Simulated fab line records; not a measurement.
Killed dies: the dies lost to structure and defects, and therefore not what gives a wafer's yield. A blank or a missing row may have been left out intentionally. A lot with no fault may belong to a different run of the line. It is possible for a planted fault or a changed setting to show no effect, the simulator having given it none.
Chamber matching ; flow n5-finfet ; N5_HKMG_FIN_STRIP_89 on rie-diel-04 has 4 sister chambers
The step strips SOC in N2/H2, time 20 s. 8 wafers are shown with their chamber, then 12 later ones without.

== WAFERS PAIRED WITH THEIR CHAMBERS ==
wafer;chamber;throttle-valve-pct (%);showerhead-plenum-p-Torr (Torr)
L076.3;3;19.1;3.36
L084.5;1;19.0;3.45
L085.2;3;19.2;3.35
L085.4;0;19.1;3.47
L085.5;2;19.8;3.37
L086.1;0;19.1;3.47
L086.2;2;19.8;3.37
L086.6;1;19.0;3.45

== WAFERS WITHOUT THEIR CHAMBER ==
wafer;throttle-valve-pct (%);showerhead-plenum-p-Torr (Torr)
L089.1;19.2;3.46
L089.3;19.8;3.37
L089.6;19.2;3.35
L092.1;19.8;3.36
L092.2;19.1;3.45
L092.3;19.2;3.35
L095.1;19.2;3.34
L095.4;19.9;3.36
L095.5;19.2;3.45
L096.3;18.7;3.44
L096.4;19.9;3.36
L096.6;19.9;3.36

== WHICH CHAMBER EACH WENT THROUGH ==
wafer;from the rows above;in truth
L089.1;0;0
L089.3;2;2
L089.6;3;3
L092.1;2;2
L092.2;1;1
L092.3;3;3
L095.1;3;3
L095.4;2;2
L095.5;can't be placed: 1 or 0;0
L096.3;1;1
L096.4;2;2
L096.6;2;2
Placed correctly: 11 of 12. These rows do not allow placing 1 (true chamber among the candidates in 1). 0 placed wrongly.
How it was worked out, from the rows above alone: a wafer's distance from a chamber is the root of the sum, over the readings, of the square of ((its reading less the chamber's mean) divided by the reading's scatter). If the next closest chamber is less than 2 further off than the closest, the wafer can't be placed; otherwise it belongs to the closest. For every chamber, the mean is computed from those of its wafers that are shown. The scatter is the square root of a quotient: the sum, over the shown wafers, of each reading's squared deviation from its chamber's mean, divided by wafers minus chambers.
